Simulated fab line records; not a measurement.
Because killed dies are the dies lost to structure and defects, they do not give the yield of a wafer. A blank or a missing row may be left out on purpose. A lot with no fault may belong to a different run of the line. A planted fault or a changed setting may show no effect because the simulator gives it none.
Split-lot experiment | flow n5 finfet | 39 wafers read across 7 lots, on a route 1938 steps long

## ON THE SPLIT
At N5_HKMG_FIN_ETCH_54 (etches SiARC in CF4, target depth 45.5 nm, time 75.8 s), the setting source w was moved away from the recipe's 545 W on 15 of the 39 wafers read, by -14.3% to +19.1%. The other wafers ran this setting at the recipe's value.

The reading is taken at the split's own step.

## THE READING
rf vpp V, in V, at N5_HKMG_FIN_ETCH_54 (etches SiARC in CF4, target depth 45.5 nm, time 75.8 s). Typical for fault-free wafers on this fab line: 184.5 V, with standard deviation 1.2 V.

wafer  | tool, chamber at the split | source w as run, W | against the recipe | rf vpp V, V | against lot-mates on the recipe
L076.1 | rie diel-01, 0             | 545                | recipe             | 185.0       | -
L076.3 | rie diel-01, 3             | 545                | recipe             | 183.6       | -
L076.5 | rie diel-01, 1             | 545                | recipe             | 183.5       | -
L079.1 | rie diel-01, 2             | 545                | recipe             | 183.9       | -
L079.2 | rie diel-01, 0             | 545                | recipe             | 184.1       | -
L079.3 | rie diel-01, 1             | 545                | recipe             | 182.4       | -
L079.4 | rie diel-01, 3             | 545                | recipe             | 185.4       | -
L079.5 | rie diel-01, 0             | 545                | recipe             | 183.9       | -
L079.6 | rie diel-01, 1             | 545                | recipe             | 184.2       | -
L081.1 | rie diel-01, 3             | 545                | recipe             | 185.2       | -
L081.2 | rie diel-01, 2             | 581                | +6.6%              | 178.9       | -5.9
L081.3 | rie diel-01, 0             | 581                | +6.6%              | 180.6       | -4.2
L081.4 | rie diel-01, 1             | 545                | recipe             | 184.6       | -
L081.5 | rie diel-01, 3             | 545                | recipe             | 184.5       | -
L081.6 | rie diel-01, 2             | 581                | +6.6%              | 181.1       | -3.7
L091.1 | rie diel-01, 2             | 545                | recipe             | 184.0       | -
L091.2 | rie diel-01, 0             | 545                | recipe             | 184.0       | -
L091.3 | rie diel-01, 1             | 586.4              | +7.6%              | 178.7       | -4.9
L091.4 | rie diel-01, 3             | 586.4              | +7.6%              | 178.8       | -4.8
L091.5 | rie diel-01, 0             | 586.4              | +7.6%              | 180.5       | -3.1
L091.6 | rie diel-01, 1             | 545                | recipe             | 182.9       | -
L092.1 | rie diel-06, 1             | 545                | recipe             | 184.3       | -
L092.2 | rie diel-06, 0             | 467.1              | -14.3%             | 195.0       | +9.8
L092.3 | rie diel-06, 3             | 467.1              | -14.3%             | 196.6       | +11.4
L092.4 | rie diel-06, 1             | 545                | recipe             | 185.4       | -
L092.5 | rie diel-06, 0             | 545                | recipe             | 185.8       | -
L092.6 | rie diel-06, 3             | 467.1              | -14.3%             | 195.7       | +10.5
L093.1 | rie diel-06, 2             | 545                | recipe             | 182.7       | -
L093.2 | rie diel-06, 0             | 545                | recipe             | 185.8       | -
L093.3 | rie diel-06, 3             | 572.9              | +5.1%              | 182.7       | -2.4
L093.4 | rie diel-06, 1             | 572.9              | +5.1%              | 182.1       | -3.0
L093.5 | rie diel-06, 0             | 545                | recipe             | 186.7       | -
L093.6 | rie diel-06, 3             | 572.9              | +5.1%              | 182.6       | -2.5
L095.1 | rie diel-03, 0             | 649.3              | +19.1%             | 174.2       | -11.4
L095.2 | rie diel-03, 1             | 545                | recipe             | 185.2       | -
L095.3 | rie diel-03, 2             | 649.3              | +19.1%             | 173.0       | -12.6
L095.4 | rie diel-03, 3             | 545                | recipe             | 185.5       | -
L095.5 | rie diel-03, 1             | 649.3              | +19.1%             | 172.3       | -13.3
L095.6 | rie diel-03, 0             | 545                | recipe             | 186.1       | -

FIT RESULTS
A straight line over all 39 wafers: rf vpp V changes by -0.666 V for each +1% of source w; r = -0.97; the points scatter about the line by 1.2 V.
The same after taking each lot's own level away (the mean of its wafers on the recipe; 39 wafers): -0.675 V for each +1%; r = -0.98; scatter 0.92 V.
On that fit, the largest move of source w shifts the reading by 13 V.
Measured against the standard deviation above, the lots' own levels, which go from 183.63 to 185.60 V, span 1.6 times it.
The two slopes agree, so the slope changes little with the lot-to-lot level.
Check: for one of the wafers moved furthest among these (+19.1%), held out of the fit, the line's prediction against its lot-mates is -13 V. It came out at -11.4 V against them.
Tool readings at the split's step, against how far the setting was moved: etch rf on time s r = -0.95; rf vpp V r = -0.97.

## FURTHER SPLITS ON THESE WAFERS
Other splits were also applied to these wafers ahead of the reading. Each is held against what the fit with the lots' levels taken away leaves over:
other split on the same wafers      | wafers away from the commonest value | r with rf vpp V (lot level and that fit taken away)
N5_ZERO_LAYER_PECVD_02 target thk a | 15                                   | -0.14

## THE WHOLE CHAIN: every reading that the file lists as answering this split, in the file's order
step                | what it does                                           | reading           | change (the file's fit)              | r (the file's)
N5_HKMG_FIN_ETCH_54 | etches SiARC in CF4, target depth 45.5 nm, time 75.8 s | etch rf on time s | withheld for each +1% of the setting | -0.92
N5_HKMG_FIN_ETCH_54 | etches SiARC in CF4, target depth 45.5 nm, time 75.8 s | rf vpp V          | -0.668 V for each +1% of the setting | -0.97

## FILE'S OWN FIT
rf vpp V changes by -0.668 V for each +1% of source w, r = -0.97.
